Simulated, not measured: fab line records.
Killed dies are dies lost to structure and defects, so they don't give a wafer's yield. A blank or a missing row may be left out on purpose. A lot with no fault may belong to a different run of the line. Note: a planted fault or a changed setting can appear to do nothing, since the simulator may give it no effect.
Which tool was responsible? / flow n5Finfet / Sampling: 24 lots, 72 wafers, 2 of 1938 route steps

## WHAT THE GAUGES SHOWED, per wafer
N5_BEOL_M9_INSPECT_58: inspects for defects (darkfield).
lot=L074; measured=day 10 13:02; on=defectInspect-02; rawDefectCount=65 143 143
lot=L076; measured=day 11 00:04; on=defectInspect-01; rawDefectCount=122 126 85
lot=L075; measured=day 11 00:13; on=defectInspect-01; rawDefectCount=64 29 67
lot=L079; measured=day 11 14:41; on=defectInspect-02; rawDefectCount=76 64 75
lot=L077; measured=day 11 20:01; on=defectInspect-02; rawDefectCount=52 36 57
lot=L078; measured=day 12 05:00; on=defectInspect-01; rawDefectCount=46 52 61
lot=L080; measured=day 12 12:48; on=defectInspect-02; rawDefectCount=81 73 71
lot=L082; measured=day 12 22:39; on=defectInspect-01; rawDefectCount=42 86 56
lot=L081; measured=day 13 08:18; on=defectInspect-01; rawDefectCount=87 67 44
lot=L084; measured=day 13 10:14; on=defectInspect-01; rawDefectCount=91 48 93
lot=L086; measured=day 13 14:34; on=defectInspect-01; rawDefectCount=65 78 60
lot=L085; measured=day 14 08:10; on=defectInspect-01; rawDefectCount=74 51 87
lot=L083; measured=day 14 09:31; on=defectInspect-01; rawDefectCount=62 84 39
lot=L087; measured=day 14 12:32; on=defectInspect-01; rawDefectCount=54 60 90
lot=L088; measured=day 14 12:56; on=defectInspect-02; rawDefectCount=37 31 43
lot=L089; measured=day 14 15:18; on=defectInspect-01; rawDefectCount=49 67 59
lot=L090; measured=day 14 20:36; on=defectInspect-01; rawDefectCount=55 60 83
lot=L091; measured=day 15 18:29; on=defectInspect-01; rawDefectCount=48 45 53
lot=L092; measured=day 15 18:46; on=defectInspect-02; rawDefectCount=81 96 78
lot=L093; measured=day 15 19:01; on=defectInspect-02; rawDefectCount=98 62 77
lot=L094; measured=day 15 20:53; on=defectInspect-02; rawDefectCount=56 80 82
lot=L095; measured=day 16 04:31; on=defectInspect-02; rawDefectCount=88 96 84
lot=L096; measured=day 17 01:20; on=defectInspect-01; rawDefectCount=35 53 43
lot=L097; measured=day 17 05:53; on=defectInspect-01; rawDefectCount=60 27 45

N5_BEOL_M10_THK_MEAS_01.
lot=L074; measured=day 10 13:42; on=filmMetro-02; M10_ILD_THK (nm)=262.8 268.0 264.8
lot=L076; measured=day 11 01:10; on=filmMetro-01; M10_ILD_THK (nm)=266.1 273.6 270.6
lot=L075; measured=day 11 00:51; on=filmMetro-01; M10_ILD_THK (nm)=261.4 266.9 263.6
lot=L079; measured=day 11 15:19; on=filmMetro-01; M10_ILD_THK (nm)=266.4 272.1 271.5
lot=L077; measured=day 11 20:41; on=filmMetro-02; M10_ILD_THK (nm)=268.9 265.3 269.4
lot=L078; measured=day 12 05:38; on=filmMetro-01; M10_ILD_THK (nm)=264.2 267.3 267.9
lot=L080; measured=day 12 14:09; on=filmMetro-02; M10_ILD_THK (nm)=268.2 264.0 270.2
lot=L082; measured=day 12 23:17; on=filmMetro-01; M10_ILD_THK (nm)=265.7 267.9 269.5
lot=L081; measured=day 13 09:02; on=filmMetro-01; M10_ILD_THK (nm)=268.6 266.8 268.6
lot=L084; measured=day 13 10:53; on=filmMetro-01; M10_ILD_THK (nm)=262.2 259.7 267.9
lot=L086; measured=day 13 15:12; on=filmMetro-02; M10_ILD_THK (nm)=269.6 272.9 270.0
lot=L085; measured=day 14 08:49; on=filmMetro-02; M10_ILD_THK (nm)=266.8 266.4 271.0
lot=L083; measured=day 14 10:08; on=filmMetro-01; M10_ILD_THK (nm)=266.4 264.8 267.8
lot=L087; measured=day 14 13:10; on=filmMetro-01; M10_ILD_THK (nm)=265.1 273.0 271.2
lot=L088; measured=day 14 14:04; on=filmMetro-02; M10_ILD_THK (nm)=270.3 267.7 269.9
lot=L089; measured=day 14 15:58; on=filmMetro-02; M10_ILD_THK (nm)=265.6 268.3 272.4
lot=L090; measured=day 14 21:13; on=filmMetro-01; M10_ILD_THK (nm)=269.2 273.2 270.1
lot=L091; measured=day 15 19:07; on=filmMetro-02; M10_ILD_THK (nm)=266.0 269.7 273.5
lot=L092; measured=day 15 19:23; on=filmMetro-01; M10_ILD_THK (nm)=266.1 265.6 268.9
lot=L093; measured=day 15 19:39; on=filmMetro-01; M10_ILD_THK (nm)=267.7 269.8 268.4
lot=L094; measured=day 15 21:31; on=filmMetro-02; M10_ILD_THK (nm)=267.5 263.5 265.8
lot=L095; measured=day 16 05:09; on=filmMetro-01; M10_ILD_THK (nm)=267.1 270.8 271.5
lot=L096; measured=day 17 01:58; on=filmMetro-02; M10_ILD_THK (nm)=267.3 267.1 268.0
lot=L097; measured=day 17 06:31; on=filmMetro-01; M10_ILD_THK (nm)=269.1 273.5 270.2

## WHICH TOOL RAN EACH LOT (tool, then ch and the chambers of the sampled wafers, then the start)
The record holds no process step before these readings.

## AS READ BY THE TOOLS THEMSELVES (means over the sampled wafers that have a number; for cases with no such wafer, the mark the record gives instead)
The record holds no such reading with a usual standard deviation.

## THE ANSWER, worked out from the rows above alone
Rule: usual is defined by the lots themselves. Put in order of their means at a reading, lots are off if they are a third of the lots or fewer, leave a main group of 4 or more, and stand apart from it by a gap of 3 or more times the standard deviation of the main group's means; of several such gaps the widest counts. A main group whose means are all the same, to the digits that the tables above print for the reading, isn't used. Also off: a lot with no number at a reading for which 4 or more lots have one. All remaining lots with rows at the step are treated as sound. After the gauges, taken in route order, come the tools' own readings; for these a lot's mean is taken, as printed above. The first step at which some lot is off is used, and at that step the reading that is off furthest; a lot without a number counts as furthest.
None of the lots is off at any reading shown; this tells nothing.

## WHAT THE SIMULATOR HAD PUT IN
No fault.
